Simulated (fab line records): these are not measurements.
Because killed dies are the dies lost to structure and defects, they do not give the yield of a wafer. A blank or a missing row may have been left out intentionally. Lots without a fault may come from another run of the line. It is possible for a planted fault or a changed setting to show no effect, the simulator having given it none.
Chamber matching ; flow n5_finfet ; N5_BEOL_M1_ALD_84 on ald_metal-01: 4 sister chambers
The step deposits TaN, pulse time 2 s, purge time 3 s, co reactant purge time 2 s. 4 wafers are shown with their chamber, then 7 later ones without.

## WAFERS, EACH WITH ITS CHAMBER
wafer;chamber;heater_power_w (W)
L088.2;0;392
L088.3;2;358
L089.1;3;430
L089.3;1;441

## WAFERS MISSING THEIR CHAMBER
wafer;heater_power_w (W)
L089.5;423
L091.1;363
L091.4;399
L091.5;436
L093.2;424
L093.3;399
L093.6;441

## THE CHAMBER EACH PASSED THROUGH
wafer;from the rows above;in truth
L089.5;can't be placed: 3 or 1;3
L091.1;2;2
L091.4;0;0
L091.5;can't be placed: 1 or 3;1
L093.2;can't be placed: 3 or 1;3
L093.3;0;0
L093.6;can't be placed: 1 or 3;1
Placed correctly: 3 of 7. From these rows, 4 cannot be placed; in 4 the true chamber is one of the candidates. Wrongly placed: 0.
How it was worked out, from the rows above alone: a wafer's distance from a chamber is the root of the sum, over the readings, of the square of ((its reading less the chamber's mean) divided by the reading's scatter). If the next closest chamber is less than 2 further off than the closest, the wafer can't be placed; otherwise it belongs to the closest. A chamber's mean is the mean of its shown wafers. The scatter: with one shown wafer a chamber, the root of the mean of the squares of how far each hidden wafer lies from its nearest shown one.
